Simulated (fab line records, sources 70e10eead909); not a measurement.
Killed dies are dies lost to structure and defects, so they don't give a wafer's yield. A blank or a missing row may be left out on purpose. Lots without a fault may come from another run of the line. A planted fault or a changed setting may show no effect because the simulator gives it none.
A struck lot beside a sound one | flow nand_harc | 14 steps out of a route of 1159
Sound: wafers L290.1, L290.4, L290.6. Struck: wafers L302.1, L302.6. The cause comes at the end.
At each step with rows: each side's tool, then ch and its chambers, then its first start. Under that, the readings that differ: sound wafers | struck wafers | difference of the means | sigmas: that difference in standard deviations of wafers without a fault.
alike: readings whose means differ by less than 2 such deviations, and words and numbers that are the same on both sides. not compared: withheld readings, readings that some wafer has no value for, bounds like >300 that may hide the same value, and numbers for which the record gives no deviation and whose values overlap.
The two part at a step that has a row with sigmas, a row that says differs or no value, or rows on one side only. Numbers that don't overlap but have no deviation are shown without sigmas and don't part them. A reading that every wafer of one side lacks parts them only if that side has two wafers or more.

first, 7 steps without rows for these wafers: NHARC_A_CONTACT_COAT_35 (time 65 s); NHARC_A_CONTACT_COAT_36 (resist thk 90 nm); NHARC_A_CONTACT_SOFTBAKE_37 (time 55 s); NHARC_A_CONTACT_EBR_38; NHARC_A_CONTACT_EXPOSE_39 (exposes mask A CC 3); NHARC_A_CONTACT_PEB_40 (peb time 65 s); NHARC_A_CONTACT_DEVELOP_41 (develop time 35 s).
NHARC_A_CONTACT_CD_MEAS_42: target cd 200 nm.
  sound on cd_sem-03 ch 0, day 18 06:10; struck on cd_sem-03 ch 0, day 21 19:16
  alike: cd_nm
NHARC_A_CONTACT_OVL_MEAS_43:
  sound on overlay-02, day 18 06:15; struck on overlay-01, day 21 19:21
  alike: overlay_x_nm, overlay_y_nm
NHARC_A_CONTACT_INSPECT_44:
  sound on defect_inspect-01, day 18 06:17; struck on defect_inspect-02, day 21 19:23
  alike: raw_defect_count
NHARC_A_CONTACT_DESCUM_47: chemistry O2, time 3 s.
  sound on rie_diel-12 ch 0,1,2, day 18 06:21; struck on rie_diel-12 ch 0,1, day 21 19:28
  alike: drypump_motor_current_A, oes_product_au, rf_vpp_V, showerhead_plenum_p_Torr, throttle_valve_pct
  not compared: rf_hours_counter_h
NHARC_A_CONTACT_ETCH_48: etches the open film in CF4, target depth 39 nm, time 65 s.
  sound on rie_diel-12 ch 1,2, day 18 06:26; struck on rie_diel-12 ch 1,2, day 21 19:32
  alike: bias_w, drypump_motor_current_A, oes_product_au, rf_vpp_V, run_length_s, showerhead_plenum_p_Torr, throttle_valve_pct
  not compared: rf_hours_counter_h
NHARC_A_CONTACT_ETCH_49: etches the open film in N2/H2, target depth 260 nm, time 475.3 s.
  sound on rie_diel-12 ch 0,1,2, day 18 06:32; struck on rie_diel-12 ch 1,2, day 21 19:44
  reading          | sound             | struck      | difference                    | sigmas
  bias_w (W)       | 149.5 149.7 150.0 | - -         | no value on the struck wafers |
  run_length_s (s) | 496.7 496.8 496.8 | 374.0 373.5 | -123.0                        | -99 or more
  alike: drypump_motor_current_A, oes_product_au, rf_vpp_V, showerhead_plenum_p_Torr, throttle_valve_pct
  not compared: rf_hours_counter_h
NHARC_A_CONTACT_ETCH_50: etches the open film in CF4/CHF3, target depth 84.7 nm, time 42.4 s.
  sound on rie_diel-12 ch 1,2; struck on rie_diel-12 ch 1,2
  alike: bias_w, chf3_flow_sccm, drypump_motor_current_A, oes_product_au, rf_vpp_V, run_length_s, showerhead_plenum_p_Torr, throttle_valve_pct
  not compared: rf_hours_counter_h

WHERE THEY PART
Only at NHARC_A_CONTACT_ETCH_49, within this record. Later steps at which nothing parts them and some readings are alike: NHARC_A_CONTACT_ETCH_50.

WHY: what the simulator had put in
Process parameter drift: rie_diel-12, from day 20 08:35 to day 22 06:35, at NHARC_A_CONTACT_ETCH_49. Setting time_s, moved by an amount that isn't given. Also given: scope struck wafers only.
